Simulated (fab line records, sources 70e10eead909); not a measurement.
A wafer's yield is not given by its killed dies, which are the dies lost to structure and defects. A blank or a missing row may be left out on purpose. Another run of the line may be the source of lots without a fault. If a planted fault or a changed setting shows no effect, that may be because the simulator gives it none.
fab line records ; flow nand_harc ; part 2 of 2: steps 36 to 51 of 51
[record] lots = 5; wafers = 15; last_day = 25
route steps=1159 shown P_ZERO_WELL@35 P_STI@69
lots with no fault: from the same line, run without faults
start_h: hours from the record's first day to the start of the lot's first wafer shown ; wait_h: time in hours since the lot's previous step ; " same as the row above ; L1.1+2: several wafers, shown together as one row ; - no value present, or no start provided ; * or withheld: withheld ; < > ~ a bound
route shown NAME@n: NAME is a module with steps in the file, n the number in the route of the first one ; usual: the fault-free wafers' mean and standard deviation ; same: alike in all rows ; chamber/n: place in a boat ; sites: each site's reading ; _std_site: the standard deviation of these ; _edge_site: the outer-site mean with the inner-site mean subtracted ; radius_mm: how far each site lies from the wafer's centre ; mask NAME#n: copy n ; behind: the most recent tool/chamber to have shaped the wafer ; hold: why the lot was held/for how many hours/how that ended ; device: whichever transistor did not switch (one of n, p or np) ; end of line: the route-end tests of the same wafers ; a step with no rows: only its recipe ; killed: the dies lost at the first sort to structure and to defects; this is not the yield of the wafer ; map: the dies of a wafer, with x for killed, . for not killed, _ for no die there
set.NAME: the setting that was run; set.NAME@STEP: the one run at that earlier step ; model.NAME: the simulator's own value behind a step, which no gauge read
lots at some steps of the route; a table a step, a row a wafer
services: when a tool's chamber went out of use (start_h, in hours from the record's first day, below 0 if earlier), for how many hours, and the reason
[[steps]]
[step NHARC_P_STI_PRECLEAN_27]
[recipe] time_s = *; temp_c = 50; bath_age_min = 0; chemistry = SC1
[usual] bath_guard_temp_C = 49.9/0.42; sc1_h2o2_end_mol_l = 0.3698/0.0007; temp_c = 49.99/0.13
lot.wafer;tool;chamber;start_h;wait_h;bath_guard_temp_C;sc1_h2o2_end_mol_l;temp_c
L078.4;wet_bench-06;3;43.76;0.0;50.1;0.3700;49.75
L078.3;wet_bench-06;5;43.76;0.0;49.7;0.3706;50.20
L078.1;wet_bench-06;6;43.76;0.0;50.3;0.3702;49.84
L085.1;wet_bench-04;2;85.58;0.0;49.3;0.3694;49.81
L085.5;wet_bench-04;4;85.58;0.0;49.6;0.3699;49.82
L085.6;wet_bench-04;5;85.58;0.0;50.0;0.3695;50.13
L087.6;wet_bench-04;5;97.30;0.1;49.7;0.3694;49.98
L087.5;wet_bench-04;7;97.30;0.1;48.8;0.3712;49.84
L087.1;wet_bench-04;0;97.30;0.1;49.9;0.3702;50.18
L090.6;wet_bench-04;7;115.54;0.0;49.0;0.3692;50.03
L090.2;wet_bench-04;0;115.54;0.0;49.7;0.3708;50.09
L090.5;wet_bench-04;1;115.54;0.0;50.2;0.3698;50.06
L095.1;wet_bench-09;3;145.86;0.1;49.9;0.3688;50.19
L095.3;wet_bench-09;5;145.86;0.1;50.1;0.3699;50.05
L095.5;wet_bench-09;7;145.86;0.1;50.8;0.3693;50.08
[step NHARC_P_STI_SRD_28]
lot.wafer;tool;chamber;start_h;wait_h
L078.4+3+1;wet_bench-06;3,5,6;-;-
L085.1+5+6;wet_bench-04;2,4,5;-;-
L087.6+5+1;wet_bench-04;5,7,0;-;-
L090.6+2+5;wet_bench-04;7,0,1;-;-
L095.1+3+5;wet_bench-09;3,5,7;-;-
[step NHARC_P_STI_OXIDE_29]
[recipe] target_thk_a = 100; temp_c = 900; ox_time_s = 1362; material = SiO2
[usual] zone_power_top_pct = 29.1/2.1
lot.wafer;tool;chamber;start_h;wait_h;zone_power_top_pct
L078.1;furnace-07;0;48.77;-;27.0
L078.3;furnace-07;0;48.77;-;26.3
L078.4;furnace-07;0;48.77;-;26.1
L085.1;furnace-07;0;86.09;-;26.9
L085.5;furnace-07;0;86.09;-;26.9
L085.6;furnace-07;0;86.09;-;26.8
L087.1;furnace-04;0;101.16;-;29.3
L087.5;furnace-04;0;101.16;-;29.7
L087.6;furnace-04;0;101.16;-;29.2
L090.2;furnace-07;0;117.85;-;27.2
L090.5;furnace-07;0;117.85;-;27.3
L090.6;furnace-07;0;117.85;-;26.8
L095.1;furnace-04;0;149.98;-;29.6
L095.3;furnace-04;0;149.98;-;29.7
L095.5;furnace-04;0;149.98;-;29.8
[step NHARC_P_STI_HM_DEP_30]
[recipe] target_thk_a = 800; temp_c = 790; pressure_mtorr = 300; time_s = 873; material = Si3N4
[usual] zone_power_top_pct = 28.3/2.4
lot.wafer;tool;chamber;start_h;wait_h;zone_power_top_pct
L078.1;lpcvd-02;0;56.11;3.6;28.0
L078.3;lpcvd-02;0;56.11;3.6;27.9
L078.4;lpcvd-02;0;56.11;3.6;27.8
L085.1;lpcvd-02;1;93.44;3.6;28.0
L085.5;lpcvd-02;1;93.44;3.6;27.5
L085.6;lpcvd-02;1;93.44;3.6;28.2
L087.1;lpcvd-02;0;108.46;3.6;28.0
L087.5;lpcvd-02;0;108.46;3.6;27.6
L087.6;lpcvd-02;0;108.46;3.6;27.4
L090.2;lpcvd-01;1;125.12;3.6;32.0
L090.5;lpcvd-01;1;125.12;3.6;31.9
L090.6;lpcvd-01;1;125.12;3.6;32.4
L095.1;lpcvd-02;1;157.32;3.6;27.8
L095.3;lpcvd-02;1;157.32;3.6;28.3
L095.5;lpcvd-02;1;157.32;3.6;28.5
[step NHARC_P_STI_DEHYDRATE_01]
[recipe] temp_c = 150; time_s = 120
lot.wafer;tool;chamber;start_h;wait_h
L078.1+3+4;litho_track-02;0;59.77;0.4
L085.1+5+6;litho_track-07;0;97.10;0.4
L087.1+5+6;litho_track-05;0;112.18;0.4
L090.2+5+6;litho_track-05;0;128.87;0.4
L095.1+3+5;litho_track-07;0;160.96;0.4
[step NHARC_P_STI_HMDS_02]
[recipe] time_s = 30
lot.wafer;tool;chamber;start_h;wait_h
L078.1+3+4;litho_track-02;0;-;-
L085.1+5+6;litho_track-07;0;-;-
L087.1+5+6;litho_track-05;0;-;-
L090.2+5+6;litho_track-05;0;-;-
L095.1+3+5;litho_track-07;0;-;-
[step NHARC_P_STI_COAT_41]
[recipe] temp_c = 200; time_s = 65
lot.wafer;tool;chamber;start_h;wait_h
L078.1+3+4;litho_track-02;0;-;-
L085.1+5+6;litho_track-07;0;-;-
L087.1+5+6;litho_track-05;0;-;-
L090.2+5+6;litho_track-05;0;-;-
L095.1+3+5;litho_track-07;0;-;-
[step NHARC_P_STI_COAT_03]
[recipe] spin_rpm = 2000; resist_thk_nm = 600
lot.wafer;tool;chamber;start_h;wait_h
L078.1+3+4;litho_track-02;0;-;-
L085.1+5+6;litho_track-07;0;-;-
L087.1+5+6;litho_track-05;0;-;-
L090.2+5+6;litho_track-05;0;-;-
L095.1+3+5;litho_track-07;0;-;-
[step NHARC_P_STI_SOFTBAKE_04]
[recipe] temp_c = 125; time_s = 70
lot.wafer;tool;chamber;start_h;wait_h
L078.1+3+4;litho_track-02;0;-;-
L085.1+5+6;litho_track-07;0;-;-
L087.1+5+6;litho_track-05;0;-;-
L090.2+5+6;litho_track-05;0;-;-
L095.1+3+5;litho_track-07;0;-;-
[step NHARC_P_STI_EBR_05]
lot.wafer;tool;chamber;start_h;wait_h
L078.1+3+4;litho_track-02;0;-;-
L085.1+5+6;litho_track-07;0;-;-
L087.1+5+6;litho_track-05;0;-;-
L090.2+5+6;litho_track-05;0;-;-
L095.1+3+5;litho_track-07;0;-;-
[step NHARC_P_STI_EXPOSE_06]
[recipe] na = 0.55; target_cd_nm = 200; dose_mj = 37.69; mask_id = P_STI
lot.wafer;tool;chamber;start_h;wait_h;mask
L078.1+3+4;krf_scanner-02;0;60.05;-;P_STI#0
L085.1+5+6;krf_scanner-02;0;97.40;-;P_STI#0
L087.1+5+6;krf_scanner-01;0;112.34;-;P_STI#0
L090.2+5+6;krf_scanner-01;0;129.19;-;P_STI#0
L095.1+3+5;krf_scanner-02;0;161.25;-;P_STI#0
[step NHARC_P_STI_PEB_07]
[recipe] peb_temp_c = 128; peb_time_s = 80
lot.wafer;tool;chamber;start_h;wait_h
L078.1+3+4;litho_track-07;0;60.13;0.1
L085.1+5+6;litho_track-02;0;97.46;0.1
L087.1+5+6;litho_track-05;0;112.41;0.1
L090.2+5+6;litho_track-07;0;129.26;0.1
L095.1+3+5;litho_track-02;0;161.31;0.1
[step NHARC_P_STI_DEVELOP_08]
[recipe] time_s = 50; dev_temp_c = 22
lot.wafer;tool;chamber;start_h;wait_h
L078.1+3+4;litho_track-07;0;-;-
L085.1+5+6;litho_track-02;0;-;-
L087.1+5+6;litho_track-05;0;-;-
L090.2+5+6;litho_track-07;0;-;-
L095.1+3+5;litho_track-02;0;-;-
[step NHARC_P_STI_CD_MEAS_09]
[recipe] target_cd_nm = 200; landing_energy_ev = 500
[usual] cd_nm = 200.7/3
lot.wafer;tool;chamber;start_h;wait_h;cd_nm
L078.1;cd_sem-01;0;60.21;-;198.6
L078.3;cd_sem-01;0;60.21;-;195.8
L078.4;cd_sem-01;0;60.21;-;198.0
L085.1;cd_sem-03;0;97.55;-;204.7
L085.5;cd_sem-03;0;97.55;-;199.2
L085.6;cd_sem-03;0;97.55;-;206.5
L087.1;cd_sem-03;0;112.49;-;201.2
L087.5;cd_sem-03;0;112.49;-;196.2
L087.6;cd_sem-03;0;112.49;-;202.1
L090.2;cd_sem-01;0;129.34;-;196.5
L090.5;cd_sem-01;0;129.34;-;199.4
L090.6;cd_sem-01;0;129.34;-;201.2
L095.1;cd_sem-03;0;161.40;-;201.4
L095.3;cd_sem-03;0;161.40;-;207.1
L095.5;cd_sem-03;0;161.40;-;202.5
[step NHARC_P_STI_OVL_MEAS_10]
[usual] overlay_x_nm = 0/5.2; overlay_y_nm = 1/6.9
lot.wafer;tool;chamber;start_h;wait_h;overlay_x_nm;overlay_y_nm
L078.1;overlay-02;-;60.30;-;0;6
L078.3;overlay-02;-;60.30;-;0;6
L078.4;overlay-02;-;60.30;-;1;5
L085.1;overlay-01;-;97.64;-;0;3
L085.5;overlay-01;-;97.64;-;1;4
L085.6;overlay-01;-;97.64;-;0;4
L087.1;overlay-01;-;112.58;-;10;7
L087.5;overlay-01;-;112.58;-;10;8
L087.6;overlay-01;-;112.58;-;10;7
L090.2;overlay-01;-;129.43;-;4;4
L090.5;overlay-01;-;129.43;-;4;4
L090.6;overlay-01;-;129.43;-;4;4
L095.1;overlay-01;-;161.49;-;-7;10
L095.3;overlay-01;-;161.49;-;-7;9
L095.5;overlay-01;-;161.49;-;-7;10
[step NHARC_P_STI_INSPECT_11]
[usual] raw_defect_count = 5.5/2.8
lot.wafer;tool;chamber;start_h;wait_h;raw_defect_count
L078.1;defect_inspect-02;-;60.34;0.0;7
L078.3;defect_inspect-02;-;60.34;0.0;9
L078.4;defect_inspect-02;-;60.34;0.0;4
L085.1;defect_inspect-02;-;97.68;0.0;5
L085.5;defect_inspect-02;-;97.68;0.0;2
L085.6;defect_inspect-02;-;97.68;0.0;5
L087.1;defect_inspect-02;-;112.62;0.0;6
L087.5;defect_inspect-02;-;112.62;0.0;3
L087.6;defect_inspect-02;-;112.62;0.0;5
L090.2;defect_inspect-01;-;129.47;0.0;2
L090.5;defect_inspect-01;-;129.47;0.0;3
L090.6;defect_inspect-01;-;129.47;0.0;3
L095.1;defect_inspect-01;-;161.52;0.0;3
L095.3;defect_inspect-01;-;161.52;0.0;7
L095.5;defect_inspect-01;-;161.52;0.0;2
[[services]]
tool;chamber;start_h;hours;kind
wet_bench-05;-;20.80;8.0;pm
wet_bench-04;-;22.84;11.1;repair
implanter-02;-;24.91;4.9;repair
krf_scanner-01;-;35.97;2.0;repair
wet_bench-01;-;37.60;8.0;pm
litho_track-03;-;38.00;7.0;pm
krf_scanner-02;-;38.40;4.0;pm
krf_scanner-02;-;52.80;0.1;repair
krf_scanner-03;-;59.30;1.2;repair
litho_track-05;-;62.00;7.0;pm
rie_diel-10;3;65.00;14.7;repair
wet_bench-04;-;75.50;1.9;repair
lpcvd-02;-;76.20;1.3;repair
krf_scanner-02;-;79.23;4.4;repair
wet_bench-09;-;83.17;3.9;repair
krf_scanner-01;-;84.00;4.0;pm
krf_scanner-02;-;84.14;0.8;repair
implanter-02;-;85.31;13.0;pm
krf_scanner-04;-;105.08;0.6;repair
wet_bench-09;-;112.80;8.0;pm
rie_diel-08;-;124.86;9.0;pm
wet_bench-06;-;127.52;17.3;repair
krf_scanner-02;-;135.23;0.8;repair
krf_scanner-04;-;137.06;4.0;pm
